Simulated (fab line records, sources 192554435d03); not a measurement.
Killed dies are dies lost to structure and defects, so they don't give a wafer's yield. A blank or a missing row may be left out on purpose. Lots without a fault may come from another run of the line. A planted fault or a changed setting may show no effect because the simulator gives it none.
Chamber matching | flow n5_finfet | N5_SD_EPI_N_LINER_46 on ald_sin-04: 4 sister chambers
The step material SiNx, target thk 3 nm. 4 wafers are shown with their chamber, then 11 later ones without.

WAFERS WITH THEIR CHAMBER
wafer  | chamber | heater_power_w (W)
L085.1 | 3       | 723
L088.5 | 2       | 852
L088.6 | 1       | 814
L090.2 | 0       | 796

WAFERS WITHOUT THEIR CHAMBER
wafer  | heater_power_w (W)
L090.5 | 866
L090.6 | 712
L093.1 | 820
L093.2 | 888
L093.3 | 717
L093.4 | 800
L093.5 | 716
L093.6 | 893
L095.4 | 826
L095.5 | 858
L095.6 | 710

WHICH CHAMBER EACH WENT THROUGH
wafer  | from the rows above          | in truth
L090.5 | 2                            | 2
L090.6 | 3                            | 3
L093.1 | can't be placed: 1 or 0 or 2 | 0
L093.2 | 2                            | 2
L093.3 | 3                            | 3
L093.4 | can't be placed: 0 or 1      | 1
L093.5 | 3                            | 3
L093.6 | 2                            | 2
L095.4 | can't be placed: 1 or 2 or 0 | 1
L095.5 | 2                            | 2
L095.6 | 3                            | 3
Placed correctly: 8 of 11. Can't be placed from these rows: 3 (the true chamber is among the candidates in 3). Placed wrongly: 0.
How it was worked out, from the rows above alone: a wafer's distance from a chamber is the root of the sum, over the readings, of the square of ((its reading less the chamber's mean) divided by the reading's scatter). The wafer belongs to the nearest chamber; if the next one is less than 2 further off, it can't be placed. A chamber's mean is the mean of its shown wafers. The scatter: with one shown wafer a chamber, the root of the mean of the squares of how far each hidden wafer lies from its nearest shown one.
